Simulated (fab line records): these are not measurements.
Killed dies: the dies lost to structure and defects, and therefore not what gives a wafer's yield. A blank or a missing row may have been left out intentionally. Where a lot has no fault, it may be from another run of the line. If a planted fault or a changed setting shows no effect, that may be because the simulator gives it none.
Split-lot experiment | flow n5-finfet | 39 wafers read across 7 lots, on a route 1938 steps long

## SPLIT DETAILS
At N5_ZERO_LAYER_PECVD_02 (deposits SiO2 from SiH4/N2O, target thk 10 nm, time 6 s), the setting time-s was moved away from the recipe's 6 s on 18 of the 39 wafers read, by -36.4% to +28.2%. The other wafers ran this setting at the recipe's value.

Reading taken at the split's own step.

## THE READING
SiO2_of_ZERO_LAYER_PECVD_02.thk-nm (the simulator's own value, which no gauge read), in nm, at N5_ZERO_LAYER_PECVD_02 (deposits SiO2 from SiH4/N2O, target thk 10 nm, time 6 s). No usual value for it is given in the file. Across the 21 wafers here that went through the recipe, the average is 10.018 nm and the standard deviation 0.096 nm.

wafer  | tool, chamber at the split | time-s as run, s | against the recipe | SiO2_of_ZERO_LAYER_PECVD_02.thk-nm, nm | against lot-mates on the recipe
L074.2 | pecvd-04, 2                | 6                | recipe             | 10.04                                  | -
L074.3 | pecvd-04, 0                | 6                | recipe             | 9.983                                  | -
L074.5 | pecvd-04, 2                | 6                | recipe             | 10.05                                  | -
L081.1 | pecvd-02, 1                | 6                | recipe             | 10.05                                  | -
L081.2 | pecvd-02, 0                | 6                | recipe             | 9.844                                  | -
L081.3 | pecvd-02, 2                | 7.657            | +27.6%             | 12.61                                  | +2.602
L081.4 | pecvd-02, 0                | 6                | recipe             | 10.13                                  | -
L081.5 | pecvd-02, 1                | 7.657            | +27.6%             | 12.97                                  | +2.962
L081.6 | pecvd-02, 2                | 7.657            | +27.6%             | 12.89                                  | +2.882
L083.1 | pecvd-02, 0                | 6                | recipe             | 9.798                                  | -
L083.2 | pecvd-02, 2                | 6.929            | +15.5%             | 11.24                                  | +1.295
L083.3 | pecvd-02, 1                | 6.929            | +15.5%             | 11.5                                   | +1.555
L083.4 | pecvd-02, 1                | 6                | recipe             | 9.987                                  | -
L083.5 | pecvd-02, 2                | 6.929            | +15.5%             | 11.66                                  | +1.715
L083.6 | pecvd-02, 0                | 6                | recipe             | 10.05                                  | -
L085.1 | pecvd-02, 1                | 6                | recipe             | 9.924                                  | -
L085.2 | pecvd-02, 2                | 6                | recipe             | 10.06                                  | -
L085.3 | pecvd-02, 0                | 4.181            | -30.3%             | 6.878                                  | -3.123
L085.4 | pecvd-02, 1                | 6                | recipe             | 10.02                                  | -
L085.5 | pecvd-02, 0                | 4.181            | -30.3%             | 7.107                                  | -2.894
L085.6 | pecvd-02, 2                | 4.181            | -30.3%             | 6.864                                  | -3.137
L087.1 | pecvd-03, 0                | 6                | recipe             | 9.893                                  | -
L087.2 | pecvd-03, 1                | 6                | recipe             | 9.922                                  | -
L087.3 | pecvd-03, 0                | 7.693            | +28.2%             | 12.82                                  | +2.862
L087.4 | pecvd-03, 1                | 7.693            | +28.2%             | 13.06                                  | +3.102
L087.5 | pecvd-03, 1                | 6                | recipe             | 10.06                                  | -
L087.6 | pecvd-03, 0                | 7.693            | +28.2%             | 12.92                                  | +2.962
L089.1 | pecvd-02, 1                | 3.815            | -36.4%             | 6.365                                  | -3.738
L089.2 | pecvd-02, 2                | 3.815            | -36.4%             | 6.399                                  | -3.704
L089.3 | pecvd-02, 2                | 6                | recipe             | 10.18                                  | -
L089.4 | pecvd-02, 1                | 6                | recipe             | 10.04                                  | -
L089.5 | pecvd-02, 1                | 3.815            | -36.4%             | 6.663                                  | -3.440
L089.6 | pecvd-02, 2                | 6                | recipe             | 10.09                                  | -
L097.1 | pecvd-03, 2                | 4.922            | -18.0%             | 7.976                                  | -2.109
L097.2 | pecvd-03, 0                | 6                | recipe             | 10.15                                  | -
L097.3 | pecvd-03, 1                | 6                | recipe             | 9.994                                  | -
L097.4 | pecvd-03, 1                | 4.922            | -18.0%             | 8.399                                  | -1.686
L097.5 | pecvd-03, 0                | 4.922            | -18.0%             | 8.356                                  | -1.729
L097.6 | pecvd-03, 2                | 6                | recipe             | 10.11                                  | -

THE FIT
A straight line over all 39 wafers: SiO2_of_ZERO_LAYER_PECVD_02.thk-nm changes by +0.0999 nm for each +1% of time-s; r = +1.00; the points scatter about the line by 0.14 nm.
The same after taking each lot's own level away (the mean of its wafers on the recipe; 39 wafers): +0.101 nm for each +1%; r = +1.00; scatter 0.12 nm.
On that fit, the largest move of time-s shifts the reading by 3.7 nm.
The lots' own levels span 9.9450 to 10.1033 nm, that is 1.7 times the standard deviation above.
The two slopes are in agreement: the lot-to-lot level therefore moves the slope only a little.
Check: -3.68 nm against its lot-mates is what the line predicts for one of the wafers moved furthest among these (-36.4%) when that wafer is left out of the fit. Against them it came out at -3.74 nm.

## FILE'S OWN FIT
SiO2_of_ZERO_LAYER_PECVD_02.thk-nm changes by +0.101 nm for each +1% of time-s, r = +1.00.
